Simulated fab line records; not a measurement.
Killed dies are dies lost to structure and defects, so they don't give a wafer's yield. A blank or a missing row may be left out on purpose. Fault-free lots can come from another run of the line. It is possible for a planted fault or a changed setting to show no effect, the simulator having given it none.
Matching of chambers ; flow nand-harc ; rie-diel-09 running NHARC_A_CHANNEL_HOLE_D2_ETCH_44: 4 sister chambers
The step etches the open film in CF4/O2, target depth 140 nm, overetch 14 nm, time 77 s. 16 wafers are shown with their chamber, then 8 later ones without.

## WAFERS PAIRED WITH THEIR CHAMBERS
wafer;chamber;drypump-motor-current-A (A);rf-vpp-V (V);oes-product-au (a.u.)
L076.4;3;5.8;196.8;1.002
L076.5;3;5.8;197.0;0.995
L076.6;0;5.9;199.5;0.990
L078.1;1;5.3;196.9;1.018
L078.3;2;6.1;197.6;1.003
L078.6;1;5.3;196.5;1.013
L082.1;2;6.1;198.5;1.016
L082.2;1;5.3;197.4;1.002
L082.5;1;5.3;197.9;0.999
L091.4;2;6.1;200.7;1.002
L091.5;3;5.8;197.2;1.007
L091.6;0;5.9;199.4;1.010
L092.2;1;5.3;197.7;1.000
L092.3;3;5.8;197.9;1.008
L092.5;0;6.0;198.4;0.994
L093.1;3;5.8;198.1;0.993

SIGNATURES (averages over the wafers above)
reading;chamber 0;chamber 1;chamber 2;chamber 3;scatter within a chamber
drypump-motor-current-A;5.933;5.300;6.100;5.800;0.0236
rf-vpp-V;199.100;197.280;198.933;197.400;0.839
oes-product-au;0.99800;1.00640;1.00700;1.00100;0.00829
Rule: for a wafer and a chamber, the distance is found by dividing, reading by reading, the gap between the wafer's reading and the chamber's mean by the reading's scatter, squaring, summing and taking the root. If the next closest chamber is less than 2 further off than the closest, the wafer can't be placed; otherwise it belongs to the closest. The scatter: the root of (the sum of the squares of (reading less its chamber's mean) over the shown wafers, divided by (wafers less chambers)).

## WAFERS MISSING THEIR CHAMBER
wafer;drypump-motor-current-A (A);rf-vpp-V (V);oes-product-au (a.u.)
L093.4;6.0;199.3;1.004
L093.6;5.8;197.3;1.003
L095.1;5.9;198.4;0.999
L095.3;5.8;197.8;1.019
L095.6;6.1;200.0;0.985
L096.2;6.1;198.7;1.002
L096.5;5.9;200.1;1.007
L096.6;5.3;197.2;1.013

## THE CHAMBER EACH PASSED THROUGH
wafer;from the rows above;in truth
L093.4;can't be placed: 0 or 2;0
L093.6;3;3
L095.1;0;0
L095.3;3;3
L095.6;2;2
L096.2;2;2
L096.5;0;0
L096.6;1;1
Correct placement for 7 of the 8. These rows do not allow placing 1 (true chamber among the candidates in 1). 0 placed wrongly.
